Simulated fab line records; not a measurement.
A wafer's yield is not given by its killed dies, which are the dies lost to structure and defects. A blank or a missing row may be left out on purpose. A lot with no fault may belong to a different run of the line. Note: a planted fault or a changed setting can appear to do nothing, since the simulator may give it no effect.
fab line records + flow n5-finfet
[record]
- lots = 5
- wafers = 13
- last-day = 21
route steps=1938 shown SD_EPI_N@263 SD_EPI_P@295 BEOL_M4@1111 PASSIVATION@1936
lots that met no fault: from a run of the same line without faults
start-h: hours from the record's first day to the start of the lot's first wafer shown + wait-h: time in hours since the lot's previous step + " same as the row above + L1.1+2: a single row standing in for several wafers + - no value, or no start was given + * or withheld: withheld + < > ~ a bound
route shown NAME@n: a module of which the file shows steps, and the number in the route of the first + usual: average and standard deviation across the fault-free wafers + same: alike in all rows + chamber/n: place in a boat + sites: each site's reading + _std_site: how widely they spread, as a standard deviation + _edge_site: the outer-site mean with the inner-site mean subtracted + radius-mm: for every site, how far away it sits from the centre of the wafer + mask NAME#n: copy n + behind: the last tool/chamber to shape the wafer + hold: why the lot went on hold/how many hours it stayed there/how the hold came to an end + device: names the non-switching transistor (n, p or np) + end of line: the same wafers' tests at the end of the route + step lacking rows: just its recipe + killed: the dies lost at the first sort to structure and to defects; this is not the yield of the wafer + map: a wafer's dies, marking killed ones x, the rest . and places with no die _
set.NAME: the setting that was run; set.NAME@STEP: the one run at that earlier step + model.NAME: the simulator's own value behind a step, which no gauge read
certain route steps with their lots: each step a table, each wafer a row
services: the hour from which a tool's chamber was out of use, counted from the record's first day as start-h (under 0 if before that day), plus the number of hours and why
[[steps]]
[step N5_SD_EPI_N_COAT_33]
[recipe]
- resist = SiARC
- temp-c = 220
- time-s = 60
- spin-rpm = 1500
- resist-thk-nm = 35
[step N5_SD_EPI_N_COAT_03]
[recipe]
- resist = CAR-ArF-block
- spin-rpm = 1500
- resist-thk-nm = 150
[step N5_SD_EPI_N_EBR_05]
[recipe]
- solvent = PGMEA
- ebr-width-mm = 1.5
[step N5_SD_EPI_N_SOFTBAKE_04]
[recipe]
- temp-c = 110
- time-s = 60
- resist = CAR-ArF-block
[step N5_SD_EPI_N_EXPOSE_06]
[recipe]
- mask-id = SD_N_BLK
- na = 1.35
- source-shape = conventional
- sigma-outer = 0.8
- polarization = unpolarized
- target-cd-nm = 120
- dose-mj = 39.75
[step N5_SD_EPI_N_PEB_07]
[recipe]
- peb-temp-c = 110
- peb-time-s = 60
- resist = CAR-ArF-block
[step N5_SD_EPI_N_DEVELOP_08]
[recipe]
- develop-time-s = 30
- developer = TMAH
- resist = CAR-ArF-block
- dev-temp-c = 23
- rinse-liquid = diw
- dry = air-spin
[step N5_SD_EPI_N_DESCUM_14]
[recipe]
- chemistry = O2
- time-s = 7.9
- source-power-w = 50
- bias-power-w = 20
- pressure-mtorr = 20
- rf-frequency-hz = 2.712e+07
- temp-c = 40
- resist = CAR-ArF-block
- o2-flow-sccm = 225
[step N5_SD_EPI_N_ETCH_34]
[recipe]
- chemistry = CF4
- target = SiARC
- target-depth-a = 455
- mask-material = CAR-ArF-block
- time-s = 75.8
- ion-energy-ev = 80
- pressure-mtorr = 40
- source-w = 545
- bias-w = 36
- Ar_flow_sccm = 100
- cf4-flow-sccm = 100
- ends = cleared
[step N5_SD_EPI_N_ETCH_35]
[recipe]
- chemistry = N2/H2
- target = SOC
- overetch-a = 1080
- mask-material = SiARC
- temp-c = 40
- ion-energy-ev = 100
- source-w = 3000
- bias-w = 133
- pressure-mtorr = 20
- time-s = 486
- n2-flow-sccm = 200
- h2-flow-sccm = 200
[usual]
- chamber-pressure-mTorr = 20.000/0.02
- drypump-motor-current-A = 5.66/0.23
- oes-product-au = 0.68/0.057
- rf-vpp-V = 240.8/1.2
- showerhead-plenum-p-Torr = 2.55/0.083
- throttle-valve-pct = 23.94/0.27
| lot.wafer | tool        | chamber | start-h | wait-h | chamber-pressure-mTorr | drypump-motor-current-A | oes-product-au | rf-hours-counter-h | rf-vpp-V | showerhead-plenum-p-Torr | throttle-valve-pct | model.SiARC_of_SD_EPI_N_COAT_33.thk-nm |
|-----------|-------------|---------|---------|--------|------------------------|-------------------------|----------------|--------------------|----------|--------------------------|--------------------|----------------------------------------|
| L323.1    | rie-diel-01 | 2       | 61.49   | 0.0    | 19.981                 | 5.64                    | 0.70           | 121                | 241.3    | 2.56                     | 24.32              | 20.8                                   |
| L323.3    | "           | 3       | "       | "      | 19.982                 | 5.89                    | 0.64           | 209                | 241.0    | 2.52                     | 23.84              | 20.8                                   |
| L323.5    | "           | 2       | "       | "      | 20.046                 | 5.65                    | 0.71           | -                  | 240.1    | 2.56                     | 24.32              | 20.6                                   |
| L326.1    | rie-diel-04 | 3       | 80.95   | 0.0    | 20.006                 | 5.23                    | 0.70           | 136                | 241.5    | 2.66                     | 24.25              | 20.4                                   |
| L326.2    | "           | 2       | "       | "      | 20.000                 | 5.40                    | 0.64           | 205                | 241.9    | 2.64                     | 23.97              | 20.2                                   |
| L326.3    | "           | 0       | "       | "      | 19.941                 | 5.88                    | 0.63           | 240                | 239.4    | 2.49                     | 23.88              | 19.6                                   |
| L341.1    | rie-diel-01 | 0       | 171.33  | 0.0    | 20.034                 | 5.76                    | 0.74           | 84                 | 237.7    | 2.46                     | 23.75              | 19.6                                   |
| L341.6    | "           | 2       | "       | "      | 19.985                 | 5.64                    | 0.74           | -                  | 241.6    | 2.55                     | 24.40              | 22                                     |
| L343.4    | rie-diel-01 | 1       | 181.20  | 0.0    | 19.990                 | 5.55                    | 0.75           | 66                 | 243.5    | 2.68                     | 24.00              | 19.4                                   |
| L343.6    | "           | 3       | "       | "      | 20.027                 | 5.88                    | 0.67           | -                  | 241.0    | 2.50                     | 23.91              | 21.8                                   |
| L344.1    | rie-diel-01 | 1       | 187.68  | 0.0    | 20.035                 | 5.55                    | 0.75           | 69                 | 241.3    | 2.68                     | 23.98              | 19.2                                   |
| L344.2    | "           | 2       | "       | "      | 20.005                 | 5.65                    | 0.72           | 163                | 242.0    | 2.54                     | 24.41              | 22                                     |
| L344.3    | "           | 0       | "       | "      | 20.010                 | 5.74                    | 0.74           | 91                 | 240.5    | 2.46                     | 23.75              | 19.8                                   |
[step N5_SD_EPI_N_STRIP_36]
[recipe]
- chemistry = N2/H2
- temp-c = 40
- n2-flow-sccm = 200
- h2-flow-sccm = 200
- rf-frequency-hz = 6e+07
[step N5_SD_EPI_N_ETCHBACK_44]
[recipe]
- chemistry = CH3F/O2
- mode = anisotropic-etchback
- target = SiNx
- target-depth-a = 145
- stop-on = SiO2
- over-etch-frac = 0.3
- ion-energy-ev = 120
- pressure-mtorr = 30
- source-w = 395
- bias-w = 73
- Ar_flow_sccm = 150
- CH3F_flow_sccm = 30
- O2_flow_sccm = 20
[step N5_SD_EPI_N_ETCH_45]
[recipe]
- chemistry = CH3F/O2
- target = SiOCN
- target-depth-a = 60
- mask-material = SOC
- ion-energy-ev = 60
- bias-w = 29
- pressure-mtorr = 15
- source-w = 410
- Ar_flow_sccm = 150
- CH3F_flow_sccm = 30
- O2_flow_sccm = 20
[step N5_SD_EPI_N_ETCH_16]
[recipe]
- chemistry = CHF3/O2
- target = SiO2
- target-depth-a = 50
- mask-material = SOC
- pressure-mtorr = 30
- source-w = 650
- bias-w = 170
- Ar_flow_sccm = 200
- CHF3_flow_sccm = 50
- O2_flow_sccm = 5
- ion-energy-ev = 200
[usual]
- O2_flow_sccm = 4.998/0.015
- chamber-pressure-mTorr = 30.001/0.026
- drypump-motor-current-A = 5.65/0.23
- oes_f_703_au = 0.76/0.069
- oes-product-au = 0.76/0.068
- rf-vpp-V = 527/19
- showerhead-plenum-p-Torr = 2.41/0.066
- throttle-valve-pct = 19.00/0.15
| lot.wafer | tool        | chamber | start-h | wait-h | O2_flow_sccm | chamber-pressure-mTorr | drypump-motor-current-A | oes_f_703_au | oes-product-au | rf-hours-counter-h | rf-vpp-V | showerhead-plenum-p-Torr | throttle-valve-pct | model.SiARC_of_SD_EPI_N_COAT_33.thk-nm |
|-----------|-------------|---------|---------|--------|--------------|------------------------|-------------------------|--------------|----------------|--------------------|----------|--------------------------|--------------------|----------------------------------------|
| L323.1    | rie-diel-01 | 2       | 62.02   | 0.1    | 4.989        | 29.976                 | 5.63                    | 0.74         | 0.77           | 121                | 545      | 2.42                     | 19.24              | 13.6                                   |
| L323.3    | "           | 3       | "       | "      | 5.010        | 30.034                 | 5.87                    | 0.68         | 0.69           | 210                | 544      | 2.38                     | 18.80              | 13.6                                   |
| L323.5    | "           | 2       | "       | "      | 5.006        | 29.991                 | 5.64                    | 0.73         | 0.77           | -                  | 545      | 2.42                     | 19.23              | 13.4                                   |
| L326.1    | rie-diel-04 | 3       | 81.48   | 0.1    | 5.010        | 29.988                 | 5.21                    | 0.74         | 0.77           | 136                | 536      | 2.48                     | 19.07              | 13.2                                   |
| L326.2    | "           | 2       | "       | "      | 4.997        | 30.030                 | 5.41                    | 0.69         | 0.71           | 206                | 535      | 2.49                     | 18.93              | 13                                     |
| L326.3    | "           | 0       | "       | "      | 4.972        | 30.013                 | 5.86                    | 0.72         | 0.70           | 240                | 530      | 2.37                     | 19.30              | 12                                     |
| L341.1    | rie-diel-01 | 0       | 171.85  | 0.1    | 4.992        | 29.995                 | 5.75                    | 0.84         | 0.83           | 84                 | 494      | 2.35                     | 18.89              | 12.4                                   |
| L341.6    | "           | 2       | "       | "      | 4.975        | 29.941                 | 5.65                    | 0.71         | 0.75           | -                  | 545      | 2.41                     | 19.30              | 14.8                                   |
| L343.4    | rie-diel-01 | 1       | 181.73  | 0.1    | 5.012        | 30.009                 | 5.52                    | 0.81         | 0.85           | 66                 | 563      | 2.54                     | 18.98              | 11.6                                   |
| L343.6    | "           | 3       | "       | "      | 5.011        | 29.970                 | 5.84                    | 0.66         | 0.67           | -                  | 543      | 2.37                     | 18.86              | 14.8                                   |
| L344.1    | rie-diel-01 | 1       | 188.21  | 0.1    | 4.975        | 29.983                 | 5.57                    | 0.80         | 0.85           | 69                 | 564      | 2.54                     | 18.96              | 11.6                                   |
| L344.2    | "           | 2       | "       | "      | 4.974        | 29.953                 | 5.64                    | 0.71         | 0.74           | 163                | 546      | 2.41                     | 19.32              | 15                                     |
| L344.3    | "           | 0       | "       | "      | 5.035        | 29.958                 | 5.73                    | 0.83         | 0.83           | 91                 | 495      | 2.35                     | 18.92              | 12.6                                   |
[step N5_SD_EPI_N_STRIP_47]
[recipe]
- chemistry = CHF3/O2
- resist = SiARC
- rf-frequency-hz = 6e+07
[step N5_SD_EPI_N_SD_RECESS_17]
[recipe]
- chemistry = HBr/Cl2/O2
- target-depth-a = 410
- mask-material = SOC
- time-s = 23.7
- bt-time-s = 3
- pressure-mtorr = 10
- icp-w = 800
- bias-w = 112
- HBr_flow_sccm = 150
- Cl2_flow_sccm = 80
- O2_flow_sccm = 12
[step N5_SD_EPI_N_STRIP_38]
[recipe]
- chemistry = N2/H2
- power-w = 1000
- temp-c = 250
- h2-frac = 0.65
- overash-fraction = 0.3
- pressure-mtorr = withheld
- n2-flow-sccm = 1750
- h2-flow-sccm = 3250
[step N5_SD_EPI_N_WET_ETCH_43]
[recipe]
- chemistry = dHF
- dilution = withheld
- time-s = 14
- target = SiO2
- target-depth-a = 15
- temp-c = 25
[step N5_SD_EPI_N_STRIP_18]
[recipe]
- chemistry = SPM
- time-s = 750
- temp-c = 130
- h2so4-h2o2-vol-ratio = 4
[step N5_SD_EPI_N_SRD_20]
[recipe]
- dry = ipa-marangoni
- do-ppb = 5
- time-s = 30
- temp-c = 23
- rinse-liquid = diw
[step N5_SD_EPI_N_PRECLEAN_48]
[recipe]
- chemistry = NF3:NH3
- afs-cycles = 2
- temp-c = 30
- time-s = 20
- sublimation-temp-c = 180
- sublimation-time-s = 60
- pressure-torr = 3
- rf-power-w = 30
[step N5_SD_EPI_N_VAPOR_ETCH_50]
[recipe]
- chemistry = HCl
- target = Si
- temp-c = 775
- time-s = 54
- pressure-torr = 20
- mode = isotropic
[step N5_SD_EPI_N_EPI_21]
[recipe]
- material = Si:P
- dopant = P
- temp-c = 680
- pressure-torr = 255
- time-s = 690
[step N5_SD_EPI_N_PRECLEAN_24]
[recipe]
- chemistry = O3/DIW
- time-s = 60
- temp-c = 22
- o3-ppm = 10
[step N5_SD_EPI_N_SRD_25]
[recipe]
- time-s = 30
- temp-c = 23
- rinse-liquid = diw
- dry = ipa-marangoni
[step N5_SD_EPI_N_PRECLEAN_49]
[recipe]
- chemistry = NF3:NH3
- afs-cycles = 1
- temp-c = 30
- time-s = 20
- sublimation-temp-c = 180
- sublimation-time-s = 60
- pressure-torr = 3
- rf-power-w = 30
[step N5_SD_EPI_N_LINER_46]
[recipe]
- material = SiNx
- target-thk-a = 30
- temp-c = 400
- ald-precursor-family = SiH2I2
- ald-co-reactant = N2/H2-plasma
- pressure-torr = 2
[step N5_SD_EPI_P_COAT_34]
[recipe]
- resist = SOC
- temp-c = 250
- time-s = 60
- spin-rpm = 1500
- resist-thk-nm = 350
[step N5_SD_EPI_P_COAT_35]
[recipe]
- resist = SiARC
- temp-c = 220
- time-s = 60
- spin-rpm = 1500
- resist-thk-nm = 35
[step N5_SD_EPI_P_COAT_03]
[recipe]
- resist = CAR-ArF-block
- spin-rpm = 1500
- resist-thk-nm = 150
[step N5_SD_EPI_P_EBR_05]
[recipe]
- solvent = PGMEA
- ebr-width-mm = 1.5
[step N5_SD_EPI_P_SOFTBAKE_04]
[recipe]
- temp-c = 110
- time-s = 60
- resist = CAR-ArF-block
[step N5_SD_EPI_P_EXPOSE_06]
[recipe]
- mask-id = SD_P_BLK
- na = 1.35
- source-shape = conventional
- sigma-outer = 0.8
- polarization = unpolarized
- target-cd-nm = 240
- dose-mj = 39.5
[step N5_SD_EPI_P_PEB_07]
[recipe]
- peb-temp-c = 110
- peb-time-s = 60
- resist = CAR-ArF-block
[step N5_SD_EPI_P_DEVELOP_08]
[recipe]
- develop-time-s = 30
- developer = TMAH
- resist = CAR-ArF-block
- dev-temp-c = 23
- rinse-liquid = diw
- dry = air-spin
[step N5_BEOL_M4_RC_MEAS_101]
[usual]
- DIBL_N = 36.1/2.3
- DIBL_P = 36/3.2
- IOFF_N = 0.16/0.045
- IOFF_P = 0.21/0.049
- ION_N = 674/14
- ION_P = 462/8.4
- SS_N = 71.6/0.83
- SS_P = 73.2/0.87
- VT_N = 249/3.8
- VT_P = -250/3.4
| lot.wafer | tool      | chamber | start-h | wait-h | DIBL_N[mV/V] | DIBL_P[mV/V] | IOFF_N[nA/um] | IOFF_P[nA/um] | ION_N[uA/um] | ION_P[uA/um] | SS_N[mV/dec] | SS_P[mV/dec] | VT_N[mV] | VT_P[mV] |
|-----------|-----------|---------|---------|--------|--------------|--------------|---------------|---------------|--------------|--------------|--------------|--------------|----------|----------|
| L323.1    | prober-01 | 0       | 266.33  | 0.0    | 35.2         | 32           | 0.13          | 0.17          | 664          | 457          | 71.2         | 71.8         | 252      | -253     |
| L323.3    | "         | 0       | "       | "      | 40.8         | 40           | 0.25          | 0.30          | 681          | 466          | 73.4         | 74.0         | 246      | -246     |
| L323.5    | "         | 0       | "       | "      | 35.6         | 34           | 0.14          | 0.19          | 657          | 453          | 71.9         | 72.9         | 251      | -250     |
| L326.1    | prober-02 | 0       | 288.86  | 0.0    | 36.4         | 36           | 0.17          | 0.19          | 671          | 448          | 72.1         | 73.3         | 252      | -253     |
| L326.2    | "         | 0       | "       | "      | 38.2         | 38           | 0.19          | 0.24          | 677          | 459          | 72.6         | 73.5         | 250      | -251     |
| L326.3    | "         | 0       | "       | "      | 35.8         | 36           | 0.16          | 0.20          | 672          | 458          | 72.1         | 73.1         | 252      | -251     |
| L341.1    | prober-02 | 0       | 358.67  | 0.0    | 37.4         | 39           | 0.19          | 0.23          | 695          | 472          | 72.0         | 74.2         | 244      | -251     |
| L341.6    | "         | 0       | "       | "      | 37.9         | 39           | 0.18          | 0.22          | 685          | 469          | 72.5         | 73.3         | 247      | -252     |
| L343.4    | prober-02 | 0       | 364.90  | 0.5    | 34.9         | 32           | 0.13          | 0.17          | 685          | 471          | 70.6         | 71.9         | 248      | -253     |
| L343.6    | "         | 0       | "       | "      | 39.1         | 36           | 0.19          | 0.20          | 686          | 461          | 71.7         | 73.6         | 248      | -251     |
| L344.1    | prober-01 | 0       | 393.78  | 0.0    | 34.9         | 36           | 0.14          | 0.20          | 675          | 466          | 71.4         | 73.1         | 251      | -250     |
| L344.2    | "         | 0       | "       | "      | 38.5         | 40           | 0.20          | 0.25          | 690          | 463          | 72.2         | 73.7         | 248      | -248     |
| L344.3    | "         | 0       | "       | "      | 39.8         | 41           | 0.23          | 0.28          | 678          | 463          | 73.0         | 74.4         | 249      | -249     |
[step N5_PASSIVATION_PROBE_49]
[usual]
- defect-limited-yield = 90.9/1.6
- killed_at_M0_to_M3 = 37/11
- killed_at_M4_up = 15/5.6
- killed-at-contacts = 13/6.4
- killed-at-front-end = 39/11
- killed-at-other = 4/3.1
- killed-dies = 107/19
- killed-on-rim = 14/4.3
- killed-open = 71/14
- killed-short = 34/7.8
- sort_bin_5_function = 5.3/1
- sort_bin_6_memory = 3.4/0.72
- sort-n-pass = 1072/20
- sort-yield-pct = 90.9/1.7
[same]
- gross-dies = 1180
- killed-at-back-side = 0
- sort_bin_4_leakage[%] = 0
- sort_bin_8_speed[%] = 0
| lot.wafer | tool      | chamber | start-h | wait-h | defect-limited-yield[%] | killed_at_M0_to_M3 | killed_at_M4_up | killed-at-contacts | killed-at-front-end | killed-at-other | killed-dies | killed-on-rim | killed-open | killed-short | sort_bin_5_function[%] | sort_bin_6_memory[%] | sort-n-pass | sort-yield-pct[%] |
|-----------|-----------|---------|---------|--------|-------------------------|--------------------|-----------------|--------------------|---------------------|-----------------|-------------|---------------|-------------|--------------|------------------------|----------------------|-------------|-------------------|
| L343.6    | prober-02 | -       | 479.29  | 0.3    | 82.8                    | 58                 | 9               | 17                 | 115                 | 4               | 203         | 35            | 75          | 34           | 13.5                   | 3.3                  | 977         | 82.8              |
| L341.6    | prober-01 | -       | 496.42  | 0.3    | 86.4                    | 60                 | 12              | 8                  | 78                  | 2               | 160         | 21            | 65          | 53           | 10.1                   | 2.9                  | 1020        | 86.4              |
| L344.2    | prober-02 | -       | 506.82  | 0.5    | 81.6                    | 66                 | 19              | 5                  | 125                 | 2               | 217         | 53            | 79          | 56           | 13.3                   | 4.6                  | 963         | 81.6              |
// killed by level:class
L343.6 SD_EPI_N:area-etch=93 MOL_CONTACT_COAG:geometric-particle:open=16 BEOL_M0_SAQP:geometric-particle:open=16 BEOL_M0_SAQP:geometric-particle:short=14 BEOL_M2:geometric-particle:open=10 BEOL_M1:geometric-particle:open=8 BEOL_M3:geometric-particle:open=5 STI_FIN_REVEAL:geometric-particle:open=4
L341.6 SD_EPI_N:area-etch=38 BEOL_M0_SAQP:geometric-particle:short=13 BEOL_M3:geometric-particle:open=12 GATE_CUT:geometric-particle:short=8 BEOL_M2:geometric-particle:short=8 STI_FIN_REVEAL:geometric-particle:open=7 FIN_SAQP:geometric-particle:open=6 FIN_SAQP:geometric-particle:short=6
L344.2 SD_EPI_N:area-etch=80 BEOL_M0_SAQP:geometric-particle:short=24 FIN_SAQP:geometric-particle:open=18 BEOL_M0_SAQP:geometric-particle:open=15 FIN_SAQP:geometric-particle:short=13 BEOL_M1:geometric-particle:open=8 BEOL_M3:geometric-particle:open=8 BEOL_M4:geometric-particle:open=5
// map L341.6 (x killed, . not)
_________________............________________
______________.......x.........x_____________
___________......x.x...............__________
__________.............x...........x_________
________...........x......x......xx..x_______
_______..................xx...x....x...______
______............x.x...........x...x.xx_____
_____..x.......x.........x...x..xx.....x.____
____........................x.............___
___................x.................x...x.__
___...x........x...............x....x......__
__..............x......xx...x....x.x......xx_
__x..x.............x..........x..x......x..._
_x.x...x..........x..............xx...x.x....
_....................x......x................
_...x......x..................x..............
_x..x.xx........x...x.x..xx..................
_..............x.........................x...
_..x.....x....x.........x......x...........x.
_.x.xx.x....x..x..x...x........x......x......
_xx.xxxx.x......................x............
__.x..x.x...x...x.......x......x............_
__x.xx...xx.........x...x....x..........x..._
___.xx.............x...x............x......__
___x..x.....x.............x...x.........x..__
____.x..x....x...xx.x.....................___
_____...x.x.....x....................x...____
______..............x...............x..._____
_______..x....x..x.x..x....x...........______
________x..x.x.......x...x......xx...._______
__________....x....x...x.xx........._________
___________...x.................x..__________
______________.x...x....x......._____________
_________________............________________
// map L343.6 (x killed, . not)
_________________............________________
______________.........xx.x....._____________
___________..x...x..........x...x..__________
__________.x....x....xx............._________
________.x...x................x......._______
_______......x............x......xx....______
______................................x._____
_____.x.x................................____
____xxxxx........x.............x..........___
___..x..x..x.x..........x.......x..........__
___..xxxx.............x.............x.....x__
__.x...x......................x............._
__...x.xx.....x............x.x...x....x.x..._
_.....x...xx.................x...............
_...xx.....................x....x............
_x...x......................x....x..........x
_.....x............x..xx.....................
_...................x......x.........x......x
_........x........x.........x.......x..x.....
_.......x.......x................xx..xx......
_........x......xx.....x.....x..............x
__....x...............x...x.....x...x.x...x._
__.xx.......x.....x..x....x........x........_
___x..x....xx.x.x..................x..x....__
___xx.......xxxx.x......x..............x...__
____...x.x.x.x.x.x....x...x..........xx...___
_____......xxxx.x.....xx..........xx.x...____
______.....xx.xxxx......................_____
_______.xxx.xxxxx......................______
________...xxxxxxx.x................x._______
__________xxxxxx.xx.x......xx..xx..._________
___________x.x.xxx..x...x.....x.x..__________
______________xxxxx.xx.x.xx..x.._____________
_________________.x..xxxx....________________
[[services]]
| tool        | chamber | start-h | hours | kind                          |
|-------------|---------|---------|-------|-------------------------------|
| rie-diel-04 | -       | 50.82   | 2.8   | pm                            |
| rie-diel-01 | 0       | 54.23   | 13.5  | repair                        |
| rie-diel-04 | 3       | 94.76   | 1.6   | repair                        |
| rie-diel-01 | -       | 114.20  | 2.8   | pm                            |
| rie-diel-04 | 0       | 128.41  | -     | clean                         |
| rie-diel-04 | 0       | 128.41  | -     | consumable-replace:focus-ring |
| rie-diel-04 | 0       | 128.41  | 18.3  | scheduled-down                |
| rie-diel-04 | 0       | 128.41  | 18.3  | vent-cycle                    |
| rie-diel-04 | 1       | 146.94  | -     | clean                         |
| rie-diel-04 | 1       | 146.94  | -     | consumable-replace:focus-ring |
| rie-diel-04 | 1       | 146.94  | 28.4  | scheduled-down                |
| rie-diel-04 | 1       | 146.94  | 28.4  | vent-cycle                    |
[[key]]
[first-sign]
- step = N5_PASSIVATION_PROBE_49
- reading = sort_bin_5_function
- direction = up
- sigmas = 6.8
- usual = 5.3
- struck = 12.3
[effect]
- step = N5_PASSIVATION_PROBE_49
- reading = killed-at-front-end
- direction = up
- sigmas = 6
- usual = 39
- struck = 106
[model-effect]
- step = N5_SD_EPI_N_ETCH_35
- value = SiARC_of_SD_EPI_N_COAT_33.thk-nm
- without = 20.47
- struck = 21.93
[model-effect]
- step = N5_SD_EPI_N_ETCH_16
- value = SiARC_of_SD_EPI_N_COAT_33.thk-nm
- without = 13.47
- struck = 14.87
[more-kills-born-at]
- N5_SD_EPI_N_ETCH_35@rie-diel-01 = 211
met-at N5_SD_EPI_N_ETCH_35
struck-wafers L341.6,L343.6,L344.2
onset-between 61.49 171.33
[fault]
- kind = process-parameter-drift
- tool = rie-diel-01
- chamber = -
- onset-h = 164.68
- steps = N5_SD_EPI_N_ETCH_35
- channel = time-s
- offset = *
- shape = step
- end-h = 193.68
- scope = struck-wafers-only
- acts-in = *
- stated = *
